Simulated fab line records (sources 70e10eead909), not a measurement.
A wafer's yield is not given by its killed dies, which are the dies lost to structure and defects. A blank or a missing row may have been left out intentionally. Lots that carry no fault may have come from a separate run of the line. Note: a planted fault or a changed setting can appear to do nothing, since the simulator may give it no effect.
Matching of chambers / flow nandHarc / NHARC_A_WL_FILL_STRIP_29 on rieDiel-12 has 4 sister chambers
The step strips in O2, time 20 s. 8 wafers are shown with their chamber, then 6 later ones without.

== EACH WAFER AND ITS CHAMBER ==
wafer=L296.2; chamber=3; oesProductAu (a.u.)=1.005; rfVppV (V)=59.1
wafer=L296.5; chamber=3; oesProductAu (a.u.)=0.998; rfVppV (V)=58.2
wafer=L296.6; chamber=0; oesProductAu (a.u.)=0.996; rfVppV (V)=58.9
wafer=L298.1; chamber=2; oesProductAu (a.u.)=1.005; rfVppV (V)=57.9
wafer=L298.2; chamber=0; oesProductAu (a.u.)=0.992; rfVppV (V)=59.5
wafer=L298.3; chamber=1; oesProductAu (a.u.)=0.998; rfVppV (V)=55.9
wafer=L303.3; chamber=2; oesProductAu (a.u.)=0.998; rfVppV (V)=57.3
wafer=L303.5; chamber=1; oesProductAu (a.u.)=0.993; rfVppV (V)=56.3

== WAFERS WITHOUT THEIR CHAMBER ==
wafer=L303.6; oesProductAu (a.u.)=0.995; rfVppV (V)=58.7
wafer=L306.3; oesProductAu (a.u.)=0.996; rfVppV (V)=57.7
wafer=L306.5; oesProductAu (a.u.)=1.003; rfVppV (V)=58.5
wafer=L309.3; oesProductAu (a.u.)=0.995; rfVppV (V)=59.3
wafer=L309.4; oesProductAu (a.u.)=0.999; rfVppV (V)=56.2
wafer=L309.6; oesProductAu (a.u.)=0.998; rfVppV (V)=57.3

== CHAMBER TAKEN BY EACH ==
wafer=L303.6; from the rows above=can't be placed: 0 or 3 or 2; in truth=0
wafer=L306.3; from the rows above=can't be placed: 2 or 3 or 0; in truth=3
wafer=L306.5; from the rows above=can't be placed: 3 or 2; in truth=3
wafer=L309.3; from the rows above=can't be placed: 0 or 3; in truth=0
wafer=L309.4; from the rows above=1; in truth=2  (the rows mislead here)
wafer=L309.6; from the rows above=can't be placed: 2 or 1 or 3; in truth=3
Correct placement for 0 of the 6. Cannot be placed on the basis of these rows: 5; the candidates contain the true chamber in 5. Number placed wrongly: 1.
How it was worked out, from the rows above alone: a wafer's distance from a chamber is the root of the sum, over the readings, of the square of ((its reading less the chamber's mean) divided by the reading's scatter). The wafer belongs to the nearest chamber; if the next one is less than 2 further off, it can't be placed. Each chamber's mean is taken over the wafers shown for it. The scatter: take each reading less its chamber's mean, square it, sum over the shown wafers, divide by the number of wafers less the number of chambers, and take the root.
